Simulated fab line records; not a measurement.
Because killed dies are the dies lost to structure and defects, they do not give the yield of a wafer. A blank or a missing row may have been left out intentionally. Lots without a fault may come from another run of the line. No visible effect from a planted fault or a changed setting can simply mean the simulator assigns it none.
Chamber matching / flow n5_finfet / N5_BEOL_M0_SAQP_ETCH_83 on rie_diel-03 has 4 sister chambers
The step etches SiARC in CF4, target depth 39 nm, time 65 s. 4 wafers are shown with their chamber, then 9 later ones without.

## WAFERS, EACH WITH ITS CHAMBER
wafer=L079.4; chamber=1; showerhead_plenum_p_Torr (Torr)=2.01
wafer=L083.2; chamber=0; showerhead_plenum_p_Torr (Torr)=2.14
wafer=L085.3; chamber=3; showerhead_plenum_p_Torr (Torr)=2.13
wafer=L085.6; chamber=2; showerhead_plenum_p_Torr (Torr)=2.14

## WAFERS MISSING THEIR CHAMBER
wafer=L090.2; showerhead_plenum_p_Torr (Torr)=2.13
wafer=L090.3; showerhead_plenum_p_Torr (Torr)=2.13
wafer=L090.4; showerhead_plenum_p_Torr (Torr)=2.26
wafer=L091.3; showerhead_plenum_p_Torr (Torr)=2.13
wafer=L091.4; showerhead_plenum_p_Torr (Torr)=2.13
wafer=L091.6; showerhead_plenum_p_Torr (Torr)=2.26
wafer=L093.1; showerhead_plenum_p_Torr (Torr)=2.13
wafer=L093.2; showerhead_plenum_p_Torr (Torr)=2.26
wafer=L093.4; showerhead_plenum_p_Torr (Torr)=2.13

## WHICH CHAMBER EACH ONE RAN IN
wafer=L090.2; from the rows above=can't be placed: 3 or 0 or 2 or 1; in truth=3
wafer=L090.3; from the rows above=can't be placed: 3 or 0 or 2 or 1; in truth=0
wafer=L090.4; from the rows above=can't be placed: 0 or 2 or 3 or 1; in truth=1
wafer=L091.3; from the rows above=can't be placed: 3 or 0 or 2 or 1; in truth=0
wafer=L091.4; from the rows above=can't be placed: 3 or 0 or 2 or 1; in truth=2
wafer=L091.6; from the rows above=can't be placed: 0 or 2 or 3 or 1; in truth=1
wafer=L093.1; from the rows above=can't be placed: 3 or 0 or 2 or 1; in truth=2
wafer=L093.2; from the rows above=can't be placed: 0 or 2 or 3 or 1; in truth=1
wafer=L093.4; from the rows above=can't be placed: 3 or 0 or 2 or 1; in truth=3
Correctly placed: 0 of 9. These rows do not allow placing 9 (true chamber among the candidates in 9). Wrongly placed: 0.
How it was worked out, from the rows above alone: a wafer's distance from a chamber is the root of the sum, over the readings, of the square of ((its reading less the chamber's mean) divided by the reading's scatter). The wafer belongs to the nearest chamber; if the next one is less than 2 further off, it can't be placed. The mean given for a chamber averages the wafers shown for that chamber. The scatter: root of mean squared gap, hidden wafer to nearest shown wafer, with one shown wafer a chamber.
